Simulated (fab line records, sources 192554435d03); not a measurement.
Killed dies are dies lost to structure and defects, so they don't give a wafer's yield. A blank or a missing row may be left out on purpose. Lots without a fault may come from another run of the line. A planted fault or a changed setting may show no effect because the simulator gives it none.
fab line records | flow n5_finfet
record lots=3 wafers=9 last_day=18
route steps=1938 shown GATE_CUT@490 MOL_CONTACT_COAG@517 PASSIVATION@1936
lots that met no fault: from a run of the same line without faults
start_h: hours from the record's first day to the start of the lot's first wafer shown | wait_h: hours since the lot's step before | " the same as in the row above | L1.1+2: a row that stands for several wafers | - no value, or no start given | * or withheld: withheld | < > ~ a bound
route shown NAME@n: a module of which the file shows steps, and the number in the route of the first | usual: mean/standard deviation of fault-free wafers | same: alike in all rows | chamber/n: place in a boat | sites: the reading at each site | _std_site: their standard deviation | _edge_site: outer sites' mean less inner sites' | radius_mm: how far each site lies from the wafer's centre | mask NAME#n: copy n | behind: the tool/chamber that last shaped the wafer | hold: why the lot was held/for how many hours/how that ended | device: the transistor (n, p or np) that didn't switch | end of line: the same wafers' tests at the end of the route | a step without rows: its recipe alone | killed: dies lost to structure and defects at the first sort, not the wafer's yield | map: a wafer's dies, x killed, . not, _ none there
set.NAME: the setting as run; set.NAME@STEP: as run at that earlier step | model.NAME: the simulator's own value behind a step, which no gauge read
lots at some steps of the route; a table a step, a row a wafer
services: from which hour (start_h, from the record's first day; less than 0 if before it) a tool's chamber was out of use, for how many hours, and why
## steps
# step N5_GATE_CUT_DESCUM_18
# recipe chemistry=O2 time_s=7 source_power_w=50 bias_power_w=20 pressure_mtorr=20 rf_frequency_hz=2.712e+07 temp_c=40 resist=CAR-EUV o2_flow_sccm=225
# step N5_GATE_CUT_ETCH_28
# recipe chemistry=N2/H2 target=underlayer target_depth_a=130 mask_material=CAR-EUV time_s=10.4 ion_energy_ev=200 pressure_mtorr=30 source_w=840 bias_w=150 n2_flow_sccm=200 h2_flow_sccm=200 ends=cleared
# step N5_GATE_CUT_ETCH_36
# recipe chemistry=CF4 target=SiARC target_depth_a=130 mask_material=CAR-EUV time_s=21.7 ion_energy_ev=80 pressure_mtorr=40 source_w=545 bias_w=36 Ar_flow_sccm=100 cf4_flow_sccm=100 ends=cleared
# step N5_GATE_CUT_ETCH_37
# recipe chemistry=N2/H2 target=SOC target_depth_a=600 overetch_a=120 mask_material=SiARC temp_c=40 time_s=90 ion_energy_ev=200 pressure_mtorr=30 source_w=840 bias_w=150 n2_flow_sccm=200 h2_flow_sccm=200
# step N5_GATE_CUT_STRIP_38
# recipe chemistry=N2/H2 temp_c=40 n2_flow_sccm=200 h2_flow_sccm=200 rf_frequency_hz=6e+07
# step N5_GATE_CUT_STRIP_39
# recipe chemistry=N2/H2 temp_c=40 n2_flow_sccm=200 h2_flow_sccm=200 rf_frequency_hz=6e+07
# step N5_GATE_CUT_HM_OPEN_40
# recipe chemistry=C4F6/O2 target=SiO2 mask_material=SiARC target_depth_a=1390 time_s=85.1 ion_energy_ev=250 pressure_mtorr=30 source_w=345 bias_w=185 Ar_flow_sccm=300 C4F6_flow_sccm=10 O2_flow_sccm=10 ends=cleared
# step N5_GATE_CUT_STRIP_41
# recipe chemistry=CF4 resist=SiARC power_w=300 bias_power_w=75 pressure_mtorr=50 cf4_flow_sccm=150 rf_frequency_hz=6e+07
# step N5_GATE_CUT_STRIP_42
# recipe chemistry=O2 power_w=400 temp_c=40 pressure_mtorr=30 rf_frequency_hz=6e+07 bias_power_w=0 overash_fraction=0.3 o2_flow_sccm=225
# step N5_GATE_CUT_ETCH_19
# recipe chemistry=CH3F/O2 target=SiNx mask_material=SiO2 target_depth_a=537 time_s=76.7 pressure_mtorr=30 source_w=395 bias_w=73 Ar_flow_sccm=150 CH3F_flow_sccm=30 O2_flow_sccm=20 ion_energy_ev=120 ends=cleared
# usual drypump_motor_current_A=5.6/0.51 etch_rf_on_time_s=77.7/1.5 mfc_ar_sccm=149.9/0.51 oes_o_777_au=0.75/0.076 oes_product_au=0.64/0.065 rf_vpp_V=299/8.1 showerhead_plenum_p_Torr=2.00/0.062 throttle_valve_pct=16.48/0.29
# columns lot.wafer tool chamber start_h wait_h drypump_motor_current_A etch_rf_on_time_s mfc_ar_sccm oes_o_777_au oes_product_au rf_hours_counter_h rf_vpp_V showerhead_plenum_p_Torr throttle_valve_pct
L838.2 rie_diel-06 1 82.47 0.0 5.1 80.1 150.0 0.64 0.58 232 306 1.90 16.58
L838.4 " 2 " " 4.8 79.7 149.8 0.67 0.57 230 294 2.08 16.58
L838.6 " 1 " " 5.1 80.6 149.9 0.64 0.58 - 305 1.90 16.57
L855.1 rie_diel-06 3 186.13 0.0 5.3 75.6 149.9 0.74 0.63 168 290 1.92 16.72
L855.3 " 2 " " 4.8 78.8 150.7 0.95 0.82 0 294 2.07 16.08
L855.5 " 3 " " 5.3 76.2 150.2 0.74 0.63 - 291 1.92 16.71
L861.2 rie_diel-04 2 225.24 0.0 6.1 78.1 150.9 0.69 0.59 235 296 2.06 16.78
L861.3 " 1 " " 6.5 76.5 150.0 0.77 0.67 121 316 1.99 16.00
L861.6 " 0 " " 5.6 78.0 149.4 0.96 0.80 - 291 1.96 16.35
# step N5_GATE_CUT_CUT_ETCH_53
# recipe chemistry=SF6/Cl2 target=W mask_material=SiO2 target_depth_a=792 pressure_mtorr=8 icp_w=900 bias_w=80 SF6_flow_sccm=40 Cl2_flow_sccm=60 ends=cleared
# step N5_GATE_CUT_CUT_ETCH_54
# recipe chemistry=Cl2/BCl3 target=TiN mask_material=SiO2 target_depth_a=967 pressure_mtorr=10 icp_w=1000 bias_w=126 Cl2_flow_sccm=53.25 bcl3_flow_sccm=21.75 Ar_flow_sccm=25 ends=cleared
# step N5_GATE_CUT_CUT_ETCH_55
# recipe chemistry=BCl3 target=HfO2 mask_material=SiO2 target_depth_a=32 ion_energy_ev=30 pressure_mtorr=5 icp_w=450 bias_w=18 bcl3_flow_sccm=80
# step N5_GATE_CUT_ETCH_47
# recipe chemistry=Cl2/BCl3 target=SiO2 target_depth_a=100 pressure_mtorr=10 icp_w=1000 bias_w=126 Cl2_flow_sccm=53.25 bcl3_flow_sccm=21.75 Ar_flow_sccm=25
# step N5_GATE_CUT_VAPOR_ETCH_48
# recipe chemistry=BCl3/Cl2 target=TiN mode=isotropic
# step N5_GATE_CUT_VAPOR_ETCH_49
# recipe chemistry=BCl3/Cl2 target=TiAlC mode=isotropic
# step N5_GATE_CUT_VAPOR_ETCH_51
# recipe chemistry=BCl3/Cl2 target=HfO2 mode=isotropic
# step N5_GATE_CUT_STRIP_21
# recipe chemistry=N2/H2 time_s=30 power_w=1000 temp_c=250 pressure_mtorr=withheld n2_flow_sccm=1750 h2_flow_sccm=3250
# step N5_GATE_CUT_STRIP_29
# recipe chemistry=post_etch_residue_remover time_s=60 temp_c=25 remover_ph=withheld remover_water_wt_pct=withheld remover_fluoride_wt_pct=withheld
# step N5_GATE_CUT_SRD_52
# recipe dry=ipa_marangoni time_s=30 temp_c=23 rinse_liquid=diw
# step N5_GATE_CUT_ALD_22
# recipe material=SiNx target_thk_a=160 temp_c=400 ald_precursor_family=SiH2I2 ald_co_reactant=N2/H2-plasma pulse_time_s=1 ald_cycles=320 purge_time_s=2 co_reactant_purge_time_s=2 pressure_torr=2
# step N5_GATE_CUT_CMP_23
# recipe stop_on=SiO2 t_overpolish_s=23.4 post_cmp_clean=alkaline_brush down_force_psi=2.5 platen_rpm=51.8 pad_velocity_m_s=1.0307 target_thk_nm=16
# step N5_GATE_CUT_CMP_43
# recipe material=SiO2 post_cmp_clean=rinse_only
# step N5_GATE_CUT_CMP_61
# recipe stop_on=SiNx t_overpolish_s=3 post_cmp_clean=alkaline_brush down_force_psi=4 platen_rpm=27.09 pad_velocity_m_s=0.539
# step N5_MOL_CONTACT_COAG_COAT_103
# recipe resist=SOC temp_c=250 time_s=60 spin_rpm=1500 resist_thk_nm=80
# step N5_MOL_CONTACT_COAG_COAT_104
# recipe resist=SiARC temp_c=220 time_s=60 spin_rpm=1500 resist_thk_nm=12
# step N5_MOL_CONTACT_COAG_COAT_58
# recipe resist=underlayer temp_c=205 time_s=60 spin_rpm=1500 resist_thk_nm=10
# step N5_MOL_CONTACT_COAG_COAT_02
# recipe resist=CAR-EUV spin_rpm=1500 resist_thk_nm=30
# step N5_MOL_CONTACT_COAG_EBR_04
# recipe solvent=PGMEA ebr_width_mm=1.5
# step N5_MOL_CONTACT_COAG_SOFTBAKE_03
# recipe temp_c=110 time_s=60 resist=CAR-EUV
# step N5_MOL_CONTACT_COAG_EXPOSE_05
# recipe mask_id=CA na=0.33 source_shape=annular sigma_inner=0.4 sigma_outer=0.8 polarization=unpolarized defocus_nm=0 dose_mj=38.25
# step N5_MOL_CONTACT_COAG_PEB_06
# recipe peb_temp_c=100 peb_time_s=60 resist=CAR-EUV
# step N5_MOL_CONTACT_COAG_DEVELOP_07
# recipe develop_time_s=30 developer=TMAH resist=CAR-EUV rinse_liquid=surfactant_rinse dry=air_spin dev_temp_c=23
# step N5_PASSIVATION_PROBE_49
# usual defect_limited_yield=90.5/1.7 killed_at_M0_to_M3=37/12 killed_at_M4_up=14/5.2 killed_at_contacts=12/5.9 killed_at_front_end=45/14 killed_at_other=3.5/2.8 killed_dies=112/21 killed_open=73/15 killed_short=36/8.9 sort_bin_5_function=5.6/1.2 sort_bin_6_memory=3.5/0.68 sort_bin_8_speed=0.01/0.1 sort_n_pass=1068/21 sort_yield_pct=90.5/1.8
# same gross_dies=1180 killed_at_back_side=0 sort_bin_4_leakage[%]=0
# columns lot.wafer tool chamber start_h wait_h defect_limited_yield[%] killed_at_M0_to_M3 killed_at_M4_up killed_at_contacts killed_at_front_end killed_at_other killed_dies killed_open killed_short sort_bin_5_function[%] sort_bin_6_memory[%] sort_bin_8_speed[%] sort_n_pass sort_yield_pct[%]
L855.1 prober-01 - 379.61 0.4 79.5 29 11 17 182 3 242 69 35 11.9 5.8 0 938 79.5
L855.5 prober-01 - 379.81 0.6 81.3 13 13 19 176 0 221 51 29 12.5 4.2 0 959 81.3
# killed by level:class
L855.1 GATE_CUT:unspecified=137 MOL_CONTACT_COAG:geometric_particle:open=14 FIN_SAQP:geometric_particle:open=13 BEOL_M0_SAQP:geometric_particle:open=11 FIN_SAQP:geometric_particle:short=10 STARTING-WAFER:geometric_particle:short=6 BEOL_M1:geometric_particle:open=5 BEOL_M3:geometric_particle:open=3
L855.5 GATE_CUT:unspecified=140 FIN_SAQP:geometric_particle:open=12 MOL_CONTACT_COAG:geometric_particle:open=12 FIN_SAQP:geometric_particle:short=8 MOL_CONTACT_COAG:geometric_particle:short=7 BEOL_M8:geometric_particle:open=5 BEOL_M0_SAQP:geometric_particle:short=5 DUMMY_GATE:geometric_particle:open=4
# map L855.1 (x killed, . not)
_________________.......x....________________
______________.................._____________
___________.................x......__________
__________.....x.......x............_________
________.....x.......x...x............_______
_______......x.............x......x..x.______
______..x..............................._____
_____......x.....x.....................x.____
____......x..x.....x.....x..........x.....___
___.......x...................x............__
___..................x......x......x.....x.__
__......x.....x..xx..............x.x........_
__...x..............................x......._
_.x..x..x..........x........x.....x....x.....
_.x......xx.......x....x....x.x......x.x.....
_.x...........x........x..............x......
_x.....x...............................x.....
_x......x.....x...x..x.xx.......x...........x
_..x............x.......x...xx...............
_....x.....x.....xx...xx..x..................
_.x...........xxx..xxx.....x..x..........x..x
__...........xx.xxxxxxxx...................._
__...........xxxxxxxxxxxxxxx................_
___.......x.xx.xxxxxxxxxxxx........x.......__
___..x.x....xxxxxxxxxxxxxxx.x..........x...__
____.........xxxxxxxxxxxxxxx.....x........___
_____.....xxxxxxxxxxxxxxxxxx.x...........____
______.....x.xxxxxxxxxxx.x...x.x.......x_____
_______..x.x.xx.xxxxxxx.xxxx...........______
________...xx.x.xxxxxx.xxx.....x......_______
__________....xxx.xxx..x............_________
___________.x.x......x...........x.__________
______________....xx.........x.._____________
_________________............________________
# map L838.2 (x killed, . not)
_________________.xx.......x.________________
______________......x.........xx_____________
___________..x.x.x......x..........__________
__________.x...................x...._________
________.xx.........x..x........x....._______
_______x...............................______
______x............x....x.x....x......x._____
_____.......................x.....x....x.____
____.........x.................x..x.......___
___......x.....x.x........x................__
___..x....x...................x.......x..x.__
__x.....x.......x...............x....x....x._
__..x...........................x.x........._
_...........x..................xxx...........
_x.x....x........x.............x.............
_.....x............x.....x...................
_..x.........x.x..x..........................
_.........x..............x......xxx......x...
_x...x.x..............x........x....x........
_....................x......x....x...........
_.................xx..x..................x...
__..x..........x.................x.........._
__..x..................x...................._
___...xxx...x.....x.....x.x.......x........__
___....x..x.xx.x...........x.....xx........__
____....x.x.............................x.___
_____..x.........x.x....x.........x......____
______..................x.......x......._____
_______...xx......x...........x.x....x.______
________......x...x........x.....xxx.x_______
__________..x...x...x.........x....._________
___________.......x...x...........x__________
______________................x._____________
_________________.....x......________________
## services
# columns tool chamber start_h hours kind
rie_diel-04 2 109.23 1.6 repair
rie_diel-06 2 112.41 19.7 repair
rie_diel-04 0 138.95 5.4 repair
rie_diel-06 1 140.33 - clean
rie_diel-06 1 140.33 - consumable_replace:focus_ring
rie_diel-06 1 140.33 - consumable_replace:showerhead
rie_diel-06 1 140.33 18.2 scheduled_down
rie_diel-06 1 140.33 18.2 vent_cycle
rie_diel-06 2 165.75 - clean
rie_diel-06 2 165.75 - consumable_replace:focus_ring
rie_diel-06 2 165.75 18.1 scheduled_down
rie_diel-06 2 165.75 18.1 vent_cycle
rie_diel-06 1 184.00 81.3 repair
rie_diel-04 0 186.86 - clean
rie_diel-04 0 186.86 - consumable_replace:focus_ring
rie_diel-04 0 186.86 14.6 scheduled_down
rie_diel-04 0 186.86 14.6 vent_cycle
rie_diel-04 2 198.53 2.8 repair
rie_diel-06 2 218.19 13.6 repair
rie_diel-06 0 220.16 6.2 repair
## key
first_sign step=N5_PASSIVATION_PROBE_49 reading=killed_at_front_end direction=up sigmas=9.5 usual=45 struck=179
effect step=N5_PASSIVATION_PROBE_49 reading=defect_limited_yield direction=down sigmas=5.8 usual=90.5 struck=80.4
more_kills_born_at N5_GATE_CUT_ETCH_19@rie_diel-06=277
met_at N5_GATE_CUT_ETCH_19
struck_wafers L855.1,L855.5
fault kind=chamber_particle_source tool=rie_diel-06 chamber=3 onset_h=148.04 steps=N5_GATE_CUT_ETCH_19 rate_per_visit_cm2=0.9886 end_h=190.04
